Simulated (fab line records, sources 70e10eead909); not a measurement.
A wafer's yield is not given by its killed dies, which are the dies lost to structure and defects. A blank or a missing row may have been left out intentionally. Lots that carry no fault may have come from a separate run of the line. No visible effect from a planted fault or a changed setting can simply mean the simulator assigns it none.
2 desks looking at one fault ; flow nand_harc ; numbers are kept per desk, each desk with only its own; the story behind them comes last

DESK OF THE TOOL OWNER: litho_track-02
Per lot that ran on this tool, the mean of the sampled wafers carrying a number, from the tool's own readings at NHARC_P_STI_DEVELOP_08 (time 50 s). Marked OUT: a lot whose mean sits more than 4 standard deviations from the usual mean, which makes it out of limits; the brackets give that distance.
Columns: A = chill_plate_temp_C at NHARC_P_STI_DEVELOP_08, usual 22.98 C; B = developer_temp_C at NHARC_P_STI_DEVELOP_08, usual 22.00 C; C = exhaust_pa at NHARC_P_STI_DEVELOP_08, usual 45.2 Pa
lot;first seen here;A;B;C
L823;day 8 08:00;22.91;21.96;44.1
L824;day 8 17:00;22.86;21.98;45.6
L831;day 11 13:00;22.97;21.88;43.8
Result from this desk: across the 3 lots, nothing is out of limits.

AT THE METROLOGY DESK
Means of the sampled wafers that have a number, per lot and without regard to the tool the lot ran on: this is what the gauges read. Marked OUT: a lot whose mean sits more than 4 standard deviations from the usual mean, which makes it out of limits; the brackets give that distance.
Columns: A = cd_nm at NHARC_P_ZERO_WELL_CD_MEAS_24, usual 719.9 nm; B = cd_nm at NHARC_P_GATE_CD_MEAS_11, usual 1640.2 nm
lot;first seen here;A;B
L810;day 1 22:29;720.1;1642.1
L811;day 2 08:38;719.6;1641.7
L815;day 4 00:39;721.8;-
L816;day 4 10:38;721.4;-
L822;day 6 22:47;718.2;1640.4
L823;day 7 08:28;719.4;1641.6
L824;day 7 18:28;718.1;1642.1
L825;day 8 04:59;718.7;1638.7
L826;day 8 14:33;721.2;1639.7
L828;day 9 10:34;722.5;1642.1
L830;day 10 06:22;719.3;1640.2
L831;day 10 16:34;720.0;1641.4
L832;day 11 02:35;719.5;1639.0
L833;day 11 12:53;720.5;1640.4
Result from this desk: across the 14 lots, nothing is out of limits.

PUT TOGETHER
The desk of the tool owner found nothing out of limits.
At the metrology desk, nothing out of limits was observed.

WHAT WAS PUT IN BY THE SIMULATOR
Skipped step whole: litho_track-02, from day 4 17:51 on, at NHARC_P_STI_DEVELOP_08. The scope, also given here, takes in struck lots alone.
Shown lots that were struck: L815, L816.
